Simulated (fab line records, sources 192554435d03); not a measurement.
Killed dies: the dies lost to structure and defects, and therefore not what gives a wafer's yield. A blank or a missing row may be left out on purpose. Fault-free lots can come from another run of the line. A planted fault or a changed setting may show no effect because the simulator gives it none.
Which of the tools did it? -- flow n5-finfet -- Sampling: 8 lots, 21 wafers, 6 of 1938 route steps

== WHAT THE GAUGES READ, wafer by wafer ==
N5_BEOL_M4_RC_MEAS_101. Usual: DIBL_N 36.8 mV/V, standard deviation 2.2; DIBL_P 37.0 mV/V, standard deviation 2.8; IOFF_N 0.18 nA/um, standard deviation 0.043; IOFF_P 0.23 nA/um, standard deviation 0.05; ION_N 680 uA/um, standard deviation 14; ION_P 466 uA/um, standard deviation 9.1; SS_N 71.7 mV/dec, standard deviation 0.74; SS_P 73.5 mV/dec, standard deviation 0.79; VT_N 248 mV, standard deviation 4; VT_P -249 mV, standard deviation 4.1.
lot,measured,on,DIBL_N (mV/V),DIBL_P (mV/V),IOFF_N (nA/um),IOFF_P (nA/um),ION_N (uA/um),ION_P (uA/um),SS_N (mV/dec),SS_P (mV/dec),VT_N (mV),VT_P (mV),flag
L929,day 8 09:23,prober-01,34.7 33.8 37.8,35.3 35.0 38.8,0.13 0.13 0.20,0.19 0.19 0.25,665 687 689,459 467 467,71.2 71.0 71.7,73.2 73.7 74.1,251 249 246,-253 -251 -249,
L930,day 8 09:34,prober-02,37.8 34.9 38.9,36.7 33.9 38.6,0.16 0.13 0.19,0.19 0.17 0.23,666 677 688,450 462 463,71.9 69.7 71.8,73.9 73.0 73.7,249 252 248,-254 -255 -251,
L936,day 9 11:29,prober-02,37.2 34.5 38.6,36.0 33.0 38.7,0.17 0.13 0.20,0.22 0.18 0.26,678 658 677,465 457 469,72.8 71.3 72.6,73.9 72.6 73.6,248 250 246,-248 -250 -246,
L940,day 10 17:04,prober-02,41.5 35.7,41.0 35.2,0.31 0.15,0.40 0.25,701 664,489 473,72.6 70.8,74.7 72.8,239 253,-237 -245,
L941,day 10 22:30,prober-01,36.7 38.1,34.3 36.7,0.18 0.22,0.21 0.25,687 704,474 475,71.0 72.0,72.6 73.3,249 244,-248 -248,
L942,day 11 07:56,prober-02,37.9 37.0,38.5 37.1,0.20 0.17,0.25 0.23,695 683,469 463,71.8 71.3,74.0 73.4,245 248,-245 -248,
L947,day 12 20:48,prober-02,34.6 30.4 39.2,34.2 29.0 40.9,0.13 0.08 0.25,0.19 0.12 0.31,664 636 695,457 441 474,70.7 69.9 71.6,73.0 71.5 74.1,252 259 242,-251 -257 -244,
L951,day 13 10:34,prober-01,33.4 37.3 35.5,34.3 39.2 37.2,0.12 0.20 0.15,0.17 0.25 0.22,671 687 670,460 468 466,70.6 71.6 71.4,73.1 73.7 73.1,256 246 251,-255 -250 -250,

N5_BEOL_M15_RC_MEAS_101. Usual: COMB_M10 1.44e-11 S/m, standard deviation 2.9e-12; COMB_M11 1.4e-11 S/m, standard deviation 3.1e-12; COMB_M12 6.4e-12 S/m, standard deviation 1.5e-12; COMB_M13 4.8e-12 S/m, standard deviation 1.1e-12; COMB_M13_max_site 6.9e-12 S/m, standard deviation 1.8e-12; COMB_M14 3.6e-12 S/m, standard deviation 7.9e-13; COMB_M15 2.5e-12 S/m, standard deviation 5e-13; COMB_M5 3.5e-11 S/m, standard deviation 7.8e-12; COMB_M6 2.4e-11 S/m, standard deviation 5e-12; COMB_M6_max_site 3.5e-11 S/m, standard deviation 7.8e-12; COMB_M7 2.5e-11 S/m, standard deviation 5.6e-12; COMB_M8 2.6e-11 S/m, standard deviation 5e-12; COMB_M9 1.38e-11 S/m, standard deviation 2.9e-12; SERP_M10 3.07 ohm/um, standard deviation 0.11; SERP_M11 3.12 ohm/um, standard deviation 0.14; SERP_M11_max_site 3.20 ohm/um, standard deviation 0.13; SERP_M12 0.643 ohm/um, standard deviation 0.023; SERP_M13 0.309 ohm/um, standard deviation 0.0081; SERP_M13_max_site 0.312 ohm/um, standard deviation 0.0084; SERP_M14 0.160 ohm/um, standard deviation 0.0055; SERP_M5 39.5 ohm/um, standard deviation 2.4; SERP_M6 13.9 ohm/um, standard deviation 0.67; SERP_M7 14.1 ohm/um, standard deviation 0.79; SERP_M8 13.3 ohm/um, standard deviation 0.63; SERP_M9 3.15 ohm/um, standard deviation 0.12; SERP_M9_max_site 3.24 ohm/um, standard deviation 0.12.
lot,measured,on,COMB_M10 (S/m),COMB_M11 (S/m),COMB_M12 (S/m),COMB_M13 (S/m),COMB_M13_max_site (S/m),COMB_M14 (S/m),COMB_M15 (S/m),COMB_M5 (S/m),COMB_M6 (S/m),COMB_M6_max_site (S/m),COMB_M7 (S/m),COMB_M8 (S/m),COMB_M9 (S/m),SERP_M10 (ohm/um),SERP_M11 (ohm/um),SERP_M11_max_site (ohm/um),SERP_M12 (ohm/um),SERP_M13 (ohm/um),SERP_M13_max_site (ohm/um),SERP_M14 (ohm/um),SERP_M5 (ohm/um),SERP_M6 (ohm/um),SERP_M7 (ohm/um),SERP_M8 (ohm/um),SERP_M9 (ohm/um),SERP_M9_max_site (ohm/um),flag
L929,day 12 04:31,prober-01,1.53e-11 1.46e-11 1.97e-11,1.6e-11 2.4e-11 2.2e-11,5.9e-12 7.6e-12 7.5e-12,4.3e-12 4.8e-12 6.6e-12,5.6e-12 6.7e-12 8.2e-12,2.4e-12 3.6e-12 4e-12,2.7e-12 1.7e-12 3.2e-12,3.4e-11 2.9e-11 2.4e-11,2.7e-11 2.6e-11 2.6e-11,3.8e-11 3.5e-11 2.9e-11,3e-11 3.2e-11 3e-11,2.4e-11 2e-11 2.3e-11,9.7e-12 1.12e-11 1.15e-11,3.18 3.24 3.24,3.30 3.13 3.03,3.34 3.17 3.09,0.646 0.665 0.658,0.301 0.298 0.300,0.302 0.301 0.303,0.161 0.170 0.156,43.3 40.7 41.5,14.4 14.8 13.7,14.8 13.9 14.1,14.0 13.6 13.2,2.96 3.02 3.14,3.04 3.10 3.20,
L930,day 12 05:56,prober-02,1.57e-11 1.82e-11 1.53e-11,1.4e-11 1.1e-11 1.6e-11,9.3e-12 7.3e-12 7.1e-12,4.5e-12 4.1e-12 4.2e-12,7.6e-12 5e-12 5.5e-12,2.9e-12 3.1e-12 3.5e-12,2.3e-12 2.8e-12 2.8e-12,2.6e-11 3.2e-11 3.4e-11,1.6e-11 2.4e-11 2e-11,3.1e-11 3.4e-11 2.9e-11,3e-11 2e-11 2.4e-11,2.6e-11 3.7e-11 3.4e-11,1.26e-11 1.29e-11 1.16e-11,2.83 3.01 3.02,3.01 3.27 3.25,3.19 3.36 3.31,0.656 0.659 0.634,0.306 0.315 0.310,0.310 0.317 0.314,0.162 0.153 0.157,39.3 40.7 42.7,14.6 15.0 14.2,14.9 14.3 15.0,12.6 13.1 13.1,3.01 3.04 3.02,3.03 3.09 3.11,
L936,day 13 00:41,prober-02,8.8e-12 1.32e-11 1.11e-11,1.2e-11 1.2e-11 1.3e-11,5.2e-12 5.3e-12 7.6e-12,3.9e-12 3.7e-12 5.8e-12,6.1e-12 5.2e-12 1.07e-11,4.2e-12 4.1e-12 5.1e-12,2.4e-12 1.4e-12 2.1e-12,4.4e-11 4.7e-11 3.9e-11,2e-11 2.5e-11 2.1e-11,2.9e-11 3.2e-11 3.6e-11,2.2e-11 3e-11 3.2e-11,2.8e-11 3.7e-11 3.1e-11,1.43e-11 1.2e-11 1.01e-11,2.99 3.20 3.12,3.20 3.11 3.27,3.29 3.19 3.39,0.628 0.671 0.642,0.309 0.302 0.309,0.313 0.308 0.311,0.163 0.160 0.161,42.6 41.1 47.9,14.1 14.0 15.0,15.7 14.8 14.8,13.2 13.0 12.8,3.31 3.01 3.26,3.39 3.16 3.34,
L940,day 14 16:37,prober-01,1.59e-11 1.84e-11,1e-11 1.3e-11,5e-12 5.1e-12,3.9e-12 3.8e-12,5.4e-12 5e-12,2.8e-12 3.8e-12,2e-12 2e-12,4.3e-11 3.7e-11,2.2e-11 2.4e-11,4.9e-11 4.7e-11,3e-11 2.3e-11,2.9e-11 1.9e-11,1.38e-11 1.21e-11,3.17 3.04,3.23 3.18,3.29 3.33,0.603 0.659,0.298 0.304,0.303 0.307,0.152 0.161,34.7 38.7,12.9 14.1,13.8 13.2,13.5 12.2,3.08 ~7142.9,3.18 ~7142.9,
L941,day 14 19:31,prober-02,1.48e-11 1.4e-11,1.6e-11 1.2e-11,7e-12 8.5e-12,5.1e-12 6.9e-12,5.4e-12 9.8e-12,2.9e-12 3.8e-12,2.4e-12 2.6e-12,3e-11 3.9e-11,1.9e-11 1.8e-11,2.5e-11 2.2e-11,2.7e-11 2.4e-11,2.1e-11 2.3e-11,1.55e-11 1.41e-11,2.92 3.03,3.20 3.21,3.31 3.25,0.630 0.600,0.310 0.312,0.314 0.314,0.162 0.160,42.7 39.5,13.9 12.2,15.0 14.9,12.5 13.3,2.98 ~7142.9,3.08 ~7142.9,
L942,day 14 22:47,prober-02,1.15e-11 1.39e-11,1.3e-11 1.8e-11,7.3e-12 8.1e-12,4.7e-12 3.2e-12,6.3e-12 4.8e-12,3.4e-12 3.5e-12,2.2e-12 2.2e-12,4.6e-11 5.2e-11,2.6e-11 2.7e-11,3.7e-11 3.3e-11,3.1e-11 2.8e-11,2.3e-11 2.3e-11,1.65e-11 1.88e-11,2.91 2.77,3.36 3.13,3.44 3.22,0.647 0.667,0.315 0.311,0.318 0.314,0.165 0.159,44.8 43.8,13.9 13.8,13.3 14.0,13.4 13.4,3.12 ~7142.9,3.20 ~7142.9,
L947,day 16 19:26,prober-01,1.34e-11 1.3e-11 1.9e-11,1.8e-11 1.4e-11 1.1e-11,6.2e-12 5.5e-12 6.7e-12,4.4e-12 3.2e-12 5.3e-12,9.8e-12 6.2e-12 7.5e-12,3.1e-12 2.9e-12 3.9e-12,2.3e-12 1.6e-12 2e-12,3.8e-11 6.5e-11 4.8e-11,2.8e-11 1.9e-11 2e-11,3.1e-11 3e-11 3.4e-11,1.6e-11 2.2e-11 2.6e-11,2.8e-11 3.4e-11 2.5e-11,1.5e-11 1.13e-11 1.27e-11,3.02 3.13 2.98,3.38 3.15 3.29,3.44 3.29 3.35,0.610 0.659 0.609,0.297 0.297 0.302,0.300 0.300 0.305,0.154 0.152 0.157,35.2 38.3 39.3,13.3 13.6 13.1,12.8 13.5 15.1,13.4 12.9 12.9,3.24 3.34 3.30,3.30 3.43 3.35,
L951,day 17 03:31,prober-01,1.65e-11 1.38e-11 1.65e-11,1.7e-11 1.3e-11 2.1e-11,6.8e-12 5e-12 4.5e-12,2.8e-12 3.7e-12 4.1e-12,4.9e-12 4.7e-12 6.5e-12,5.6e-12 4.6e-12 3.4e-12,2.3e-12 2.8e-12 1.6e-12,2.5e-11 2.5e-11 3.4e-11,2.8e-11 3.3e-11 3.4e-11,4.3e-11 4.6e-11 4.1e-11,2.6e-11 2.1e-11 3.7e-11,2.3e-11 2.1e-11 2.4e-11,1.39e-11 1.44e-11 1.52e-11,3.14 3.06 3.20,3.09 3.07 2.90,3.12 3.13 2.98,0.652 0.645 0.674,0.309 0.303 0.316,0.314 0.309 0.319,0.164 0.156 0.155,42.8 37.9 39.2,13.6 14.9 13.9,13.0 13.6 14.5,13.6 13.3 13.5,3.14 3.20 3.16,3.18 3.24 3.31,

== TOOL THAT RAN EACH LOT (tool first, then ch and the chambers of the sampled wafers, then the start) ==
lot,N5_BEOL_M9_SPUTTER_48,N5_BEOL_M15_DEGAS_41,N5_BEOL_M15_SPUTTER_45,N5_BEOL_M15_DEP_53
L929,"pvd-sputter-02, day 10 07:02","pvd-sputter-02, day 12 01:28","pvd-sputter-02, day 12 01:42","pecvd-02 ch 1,2, day 12 04:14"
L930,"pvd-sputter-02, day 10 08:57","pvd-sputter-03, day 12 02:44","pvd-sputter-03, day 12 02:59","pecvd-02 ch 0,1, day 12 05:48"
L936,"pvd-sputter-01, day 11 08:01","pvd-sputter-02, day 12 23:08","pvd-sputter-02, day 12 23:22","pecvd-04 ch 0,1, day 13 00:24"
L940,"pvd-sputter-02, day 12 16:07","pvd-sputter-02, day 14 13:43","pvd-sputter-02, day 14 13:57","pecvd-02 ch 0,1, day 14 16:03"
L941,"pvd-sputter-02, day 12 18:36","pvd-sputter-01, day 14 17:24","pvd-sputter-01, day 14 17:38","pecvd-02 ch 1,2, day 14 18:57"
L942,"pvd-sputter-02, day 13 02:10","pvd-sputter-03, day 14 20:58","pvd-sputter-03, day 14 21:13","pecvd-02 ch 0,2, day 14 22:13"
L947,"pvd-sputter-03, day 14 19:41","pvd-sputter-03, day 16 17:51","pvd-sputter-03, day 16 18:05","pecvd-04 ch 0,1, day 16 19:09"
L951,"pvd-sputter-01, day 15 07:52","pvd-sputter-03, day 17 02:04","pvd-sputter-03, day 17 02:19","pecvd-01 ch 0,1, day 17 03:23"
- N5_BEOL_M9_SPUTTER_48: material Cu, target thk 12 nm, time 2 s.
- N5_BEOL_M15_DEGAS_41: time 60 s.
- N5_BEOL_M15_SPUTTER_45: material Cu, target thk 100 nm, time 16.67 s.
- N5_BEOL_M15_DEP_53: deposits SiCN from 3MS/NH3, target thk 50 nm, time 17.8 s.

== AS READ BY THE TOOLS THEMSELVES (means over the sampled wafers that have a number; for cases with no such wafer, the mark the record gives instead) ==
N5_BEOL_M9_SPUTTER_48. Usual: cathode-dc-power-W 26000 W, standard deviation 4.8; throttle-valve-pct 30.6 %, standard deviation 1.3.
lot,tool,cathode-dc-power-W (W),throttle-valve-pct (%),flag
L929,pvd-sputter-02,25997,31.5,
L930,pvd-sputter-02,25999,31.2,
L936,pvd-sputter-01,26002,30.4,
L940,pvd-sputter-02,26004,31.6,
L941,pvd-sputter-02,26001,32.4,
L942,pvd-sputter-02,26000,31.9,
L947,pvd-sputter-03,25996,31.1,
L951,pvd-sputter-01,25997,29.6,

N5_BEOL_M15_DEGAS_41. Usual: 471 W for heater-power-w, sd 83.
lot,tool,heater-power-w (W),flag
L929,pvd-sputter-02,522,
L930,pvd-sputter-03,523,
L936,pvd-sputter-02,475,
L940,pvd-sputter-02,542,
L941,pvd-sputter-01,448,
L942,pvd-sputter-03,481,
L947,pvd-sputter-03,483,
L951,pvd-sputter-03,493,

N5_BEOL_M15_SPUTTER_45. Usual: cathode-dc-power-W 26000 W, standard deviation 5.2; throttle-valve-pct 30.8 %, standard deviation 1.3.
lot,tool,cathode-dc-power-W (W),throttle-valve-pct (%),flag
L929,pvd-sputter-02,25995,31.6,
L930,pvd-sputter-03,25996,30.0,
L936,pvd-sputter-02,25999,32.1,
L940,pvd-sputter-02,26006,30.9,
L941,pvd-sputter-01,25998,30.6,
L942,pvd-sputter-03,25993,29.5,
L947,pvd-sputter-03,25998,31.1,
L951,pvd-sputter-03,26002,31.1,

N5_BEOL_M15_DEP_53. Usual: showerhead-plenum-p-Torr 4.165 Torr, standard deviation 0.026; showerhead-vpp-V 1659 V, standard deviation 68; throttle-valve-pct 18.5 %, standard deviation 0.87.
lot,tool,showerhead-plenum-p-Torr (Torr),showerhead-vpp-V (V),throttle-valve-pct (%),flag
L929,pecvd-02,4.177,1614,18.5,
L930,pecvd-02,4.159,1607,18.8,
L936,pecvd-04,4.161,1618,19.4,
L940,pecvd-02,4.166,1608,18.9,
L941,pecvd-02,4.162,1641,18.5,
L942,pecvd-02,4.136,1674,18.4,
L947,pecvd-04,4.162,1628,19.4,
L951,pecvd-01,4.171,1683,19.1,

== THE ANSWER, worked out from the rows above alone ==
Rule: lot off if the mean of its wafers having a number is beyond 3 standard deviations from the usual mean. Also off: a lot with no number at a reading for which 4 or more lots have one. The other lots that the step has rows for count as sound. First the gauges in route order, then the tools' own readings, where a lot's mean is used as printed above. The first step at which some lot is off is used, and at that step the reading that is off furthest; a lot without a number counts as furthest.
None of the lots is off at any reading shown; this tells nothing.

== WHAT THE SIMULATOR HAD PUT IN ==
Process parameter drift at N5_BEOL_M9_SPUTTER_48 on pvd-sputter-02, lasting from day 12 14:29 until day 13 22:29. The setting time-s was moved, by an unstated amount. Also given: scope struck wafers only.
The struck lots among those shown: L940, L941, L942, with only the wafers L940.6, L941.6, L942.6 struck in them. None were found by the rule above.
